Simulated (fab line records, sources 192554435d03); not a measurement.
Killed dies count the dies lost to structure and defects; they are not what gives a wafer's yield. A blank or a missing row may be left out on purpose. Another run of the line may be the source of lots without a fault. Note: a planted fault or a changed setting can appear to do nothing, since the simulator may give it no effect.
Commonality check across tools || flow n5_finfet || Lots sampled 10, wafers sampled 30

REASON FOR OPENING
At N5_BEOL_M12_CD_MEAS_10 the reading cd_nm is flagged on 2 of 10 lots. Wafers without a fault read 138.4 nm, standard deviation 2.
Rule: a lot is flagged when every wafer of it that has a number lies more than 4 standard deviations from that mean, or none has a number. As for the other lots, they are considered sound.

{"lot": "L582", "measured": "day 11 18:30", "on": "cd_sem-03", "cd_nm (nm), wafer by wafer": "138.0 137.2 136.5", "flag": ""}
{"lot": "L583", "measured": "day 11 20:12", "on": "cd_sem-01", "cd_nm (nm), wafer by wafer": "138.2 140.5 138.9", "flag": ""}
{"lot": "L586", "measured": "day 11 23:16", "on": "cd_sem-03", "cd_nm (nm), wafer by wafer": "139.4 140.0 143.1", "flag": ""}
{"lot": "L585", "measured": "day 12 01:14", "on": "cd_sem-03", "cd_nm (nm), wafer by wafer": "140.4 134.5 138.5", "flag": ""}
{"lot": "L593", "measured": "day 14 22:02", "on": "cd_sem-02", "cd_nm (nm), wafer by wafer": "137.1 135.4 136.7", "flag": ""}
{"lot": "L594", "measured": "day 14 22:06", "on": "cd_sem-02", "cd_nm (nm), wafer by wafer": "13.9 10.7 10.6", "flag": "FLAGGED"}
{"lot": "L595", "measured": "day 15 08:26", "on": "cd_sem-03", "cd_nm (nm), wafer by wafer": "21.7 19.7 21.1", "flag": "FLAGGED"}
{"lot": "L598", "measured": "day 15 08:36", "on": "cd_sem-02", "cd_nm (nm), wafer by wafer": "138.0 137.5 139.2", "flag": ""}
{"lot": "L600", "measured": "day 16 07:47", "on": "cd_sem-01", "cd_nm (nm), wafer by wafer": "139.5 135.9 138.2", "flag": ""}
{"lot": "L599", "measured": "day 16 11:09", "on": "cd_sem-01", "cd_nm (nm), wafer by wafer": "138.4 138.1 137.1", "flag": ""}
The mean of the flagged lots' numbers is 16.3 nm, -122.1 nm from the usual (-61 standard deviations).

WHICH TOOL RAN EACH LOT
Before the reading, the record contains 2 process steps out of a 1938-step route. Every cell lists first the tool, next ch and the chambers used by the sampled wafers, and last the start.
{"lot": "L582", "flag": "", "N5_BEOL_M12_ILD_DEP_00": "pecvd-03 ch 0,1,2, day 11 17:56", "N5_BEOL_M12_PEB_08": "litho_track-02 ch 0, day 11 18:23"}
{"lot": "L583", "flag": "", "N5_BEOL_M12_ILD_DEP_00": "pecvd-02 ch 0,2, day 11 19:46", "N5_BEOL_M12_PEB_08": "litho_track-02 ch 0, day 11 20:05"}
{"lot": "L586", "flag": "", "N5_BEOL_M12_ILD_DEP_00": "pecvd-02 ch 0,1,2, day 11 22:50", "N5_BEOL_M12_PEB_08": "litho_track-05 ch 0, day 11 23:09"}
{"lot": "L585", "flag": "", "N5_BEOL_M12_ILD_DEP_00": "pecvd-03 ch 0,1,2, day 12 00:48", "N5_BEOL_M12_PEB_08": "litho_track-03 ch 0, day 12 01:07"}
{"lot": "L593", "flag": "", "N5_BEOL_M12_ILD_DEP_00": "pecvd-02 ch 0,1, day 14 21:33", "N5_BEOL_M12_PEB_08": "litho_track-02 ch 0, day 14 21:55"}
{"lot": "L594", "flag": "FLAGGED", "N5_BEOL_M12_ILD_DEP_00": "pecvd-03 ch 0,2, day 14 21:37", "N5_BEOL_M12_PEB_08": "litho_track-05 ch 0, day 14 21:59"}
{"lot": "L595", "flag": "FLAGGED", "N5_BEOL_M12_ILD_DEP_00": "pecvd-02 ch 0,1, day 15 07:53", "N5_BEOL_M12_PEB_08": "litho_track-05 ch 0, day 15 08:19"}
{"lot": "L598", "flag": "", "N5_BEOL_M12_ILD_DEP_00": "pecvd-03 ch 2, day 15 07:57", "N5_BEOL_M12_PEB_08": "litho_track-02 ch 0, day 15 08:29"}
{"lot": "L600", "flag": "", "N5_BEOL_M12_ILD_DEP_00": "pecvd-01 ch 0,1,2, day 16 07:14", "N5_BEOL_M12_PEB_08": "litho_track-03 ch 0, day 16 07:41"}
{"lot": "L599", "flag": "", "N5_BEOL_M12_ILD_DEP_00": "pecvd-02 ch 0,1, day 16 10:43", "N5_BEOL_M12_PEB_08": "litho_track-02 ch 0, day 16 11:02"}
What is done by these steps:
- N5_BEOL_M12_ILD_DEP_00: deposits SiOC from DEMS/O2, target thk 658.92 nm, time 130.7 s.
- N5_BEOL_M12_PEB_08: peb time 90 s.
- N5_BEOL_M12_CD_MEAS_10: target cd 140 nm.

FLAGGED OVER TOTAL, TOOL BY TOOL (the gauges that took the reading come last)
{"step": "N5_BEOL_M12_ILD_DEP_00", "tool": "pecvd-01", "lots run": 1, "flagged": 0, "share of the flagged lots": "none", "sound lots run after its first flagged lot": "-"}
{"step": "N5_BEOL_M12_ILD_DEP_00", "tool": "pecvd-02", "lots run": 5, "flagged": 1, "share of the flagged lots": "some", "sound lots run after its first flagged lot": "1 (L599)"}
{"step": "N5_BEOL_M12_ILD_DEP_00", "tool": "pecvd-03", "lots run": 4, "flagged": 1, "share of the flagged lots": "some", "sound lots run after its first flagged lot": "1 (L598)"}
{"step": "N5_BEOL_M12_PEB_08", "tool": "litho_track-02", "lots run": 5, "flagged": 0, "share of the flagged lots": "none", "sound lots run after its first flagged lot": "-"}
{"step": "N5_BEOL_M12_PEB_08", "tool": "litho_track-03", "lots run": 2, "flagged": 0, "share of the flagged lots": "none", "sound lots run after its first flagged lot": "-"}
{"step": "N5_BEOL_M12_PEB_08", "tool": "litho_track-05", "lots run": 3, "flagged": 2, "share of the flagged lots": "all", "sound lots run after its first flagged lot": 0}
{"step": "N5_BEOL_M12_CD_MEAS_10", "tool": "cd_sem-01", "lots run": 3, "flagged": 0, "share of the flagged lots": "none", "sound lots run after its first flagged lot": "-"}
{"step": "N5_BEOL_M12_CD_MEAS_10", "tool": "cd_sem-02", "lots run": 3, "flagged": 1, "share of the flagged lots": "some", "sound lots run after its first flagged lot": "1 (L598)"}
{"step": "N5_BEOL_M12_CD_MEAS_10", "tool": "cd_sem-03", "lots run": 4, "flagged": 1, "share of the flagged lots": "some", "sound lots run after its first flagged lot": 0}

WHAT THE TABLE ALLOWS
In the table, 1 row covers all flagged lots: litho_track-05 at N5_BEOL_M12_PEB_08.
- litho_track-05 at N5_BEOL_M12_PEB_08 ran 3 lots, 2 of them flagged. It ran its last sound lot, L586, at day 11 23:09 and its first flagged lot, L594, at day 14 21:59: a fault with its onset between the two fits. Its own readings (heater_power_total_W, plate_temp_C) fall more than 4 standard deviations out on all wafers of the flagged lots.
One tool is left: litho_track-05 at N5_BEOL_M12_PEB_08.

WHAT THE SIMULATOR HAD INSERTED
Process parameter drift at N5_BEOL_M12_PEB_08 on litho_track-05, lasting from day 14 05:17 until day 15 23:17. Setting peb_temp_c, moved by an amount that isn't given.
Lots struck among those shown: L594, L595. This agrees with what the rule above found.
